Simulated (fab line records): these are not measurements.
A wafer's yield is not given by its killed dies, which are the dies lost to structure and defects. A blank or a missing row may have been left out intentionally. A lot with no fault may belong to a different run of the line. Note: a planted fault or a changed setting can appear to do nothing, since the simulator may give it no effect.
Comparing a struck lot with a sound one    flow n5_finfet    16 steps out of a route of 1938
Sound: wafers L783.1, L783.4, L783.6. Wafers L781.2, L781.3, L781.6 were the ones struck. The cause comes at the end.
Order at every step that has rows: each side's tool, ch and its chambers, its first start. Under that, the readings that differ: sound wafers    struck wafers    difference of the means    sigmas: that difference in standard deviations of wafers without a fault.
alike: same words and numbers on both sides, and readings whose means sit less than 2 such deviations apart. not compared: any withheld reading, any reading some wafer has no value for, any bound like >300 that may hide the same value, and any number with overlapping values for which the record gives no deviation.
The two part at a step that has a row with sigmas, a row that says differs or no value, or rows on one side only. Non-overlapping numbers with no deviation appear without sigmas and do not part them. A reading that every wafer of one side lacks parts them only if that side has two wafers or more.

first, 9 steps without rows for these wafers: N5_BEOL_M4_SOFTBAKE_23 (time 60 s); N5_BEOL_M4_EXPOSE_25 (exposes mask V3, defocus 5 nm); N5_BEOL_M4_PEB_26 (peb time 60 s); N5_BEOL_M4_DEVELOP_27 (develop time 30 s); N5_BEOL_M4_DESCUM_33 (chemistry O2, time 7 s); N5_BEOL_M4_ETCH_77 (etches underlayer in N2/H2, target depth 6.5 nm, time 5.2 s); N5_BEOL_M4_ETCH_69 (etches SiARC in CF4, target depth 15.6 nm, time 26 s); N5_BEOL_M4_ALD_98 (deposits SiO2, target thk 2.5 nm, pulse time 1 s, co reactant pulse time 1 s); N5_BEOL_M4_ETCHBACK_99 (etches SiO2 in CHF3, target depth 5 nm, time 10.4 s).
N5_BEOL_M4_ETCH_70: etches SOC in N2/H2, target depth 80 nm, overetch 24 nm, time 130 s.
  sound on rie_diel-01 ch 0,2,3, day 12 17:25; struck on rie_diel-01 ch 0,2,3, day 12 12:34
  no value came back on the struck wafers for any of 8 readings (bias_w (W), chamber_pressure_mTorr (mTorr) and others); on the sound wafers bias_w (W) reads 150.0 150.4 150.0
reading                                          sound    struck          difference  sigmas
model.CAR-EUV_of_BEOL_M4_COAT_22.thk_nm (nm)     0 0 0    10.4 10.4 10.4  +10.4       
model.SiARC_of_BEOL_M4_COAT_68.thk_nm (nm)       6 6 5.8  12 12 12        +6          
model.underlayer_of_BEOL_M4_COAT_76.thk_nm (nm)  0 0 0    5 5 5           +5          
  not compared: rf_hours_counter_h
then, 2 steps without rows for these wafers: N5_BEOL_M4_STRIP_71 (strips in N2/H2); N5_BEOL_M4_STRIP_78 (strips in N2/H2).
N5_BEOL_M4_VIA_ETCH_34: etches the open film in C4F6/O2, target depth 69.4 nm, time 65.9 s.
  sound on rie_diel-01 ch 0,2,3, day 12 17:32; struck on rie_diel-01 ch 0,2,3, day 12 12:40
reading                sound           struck          difference  sigmas
oes_product_au (a.u.)  0.71 0.81 0.83  0.27 0.32 0.31  -0.48       -5
  alike: C4F6_flow_sccm, O2_flow_sccm, drypump_motor_current_A, oes_o_777_au, rf_vpp_V, showerhead_plenum_p_Torr, throttle_valve_pct
  not compared: rf_hours_counter_h
then, 1 step without rows for these wafers: N5_BEOL_M4_STRIP_83 (strips in C4F6/O2).
N5_BEOL_M4_RC_MEAS_101:
  the record has rows for the sound wafers here (prober-02 ch 0, day 12 22:10) and none for the struck ones
-- record jumps: 5 days separate the struck wafers' starts on either side; left off in module BEOL_M4, taken up again in module PASSIVATION, whose first shown step is the route's number 1936 --
N5_PASSIVATION_PROBE_49:
  the record has rows for the struck wafers here (prober-02, day 17 10:13) and none for the sound ones

== WHERE THEY PART ==
At N5_BEOL_M4_ETCH_70 first; at N5_PASSIVATION_PROBE_49 last (within this record only).

WHY: what the simulator had put in
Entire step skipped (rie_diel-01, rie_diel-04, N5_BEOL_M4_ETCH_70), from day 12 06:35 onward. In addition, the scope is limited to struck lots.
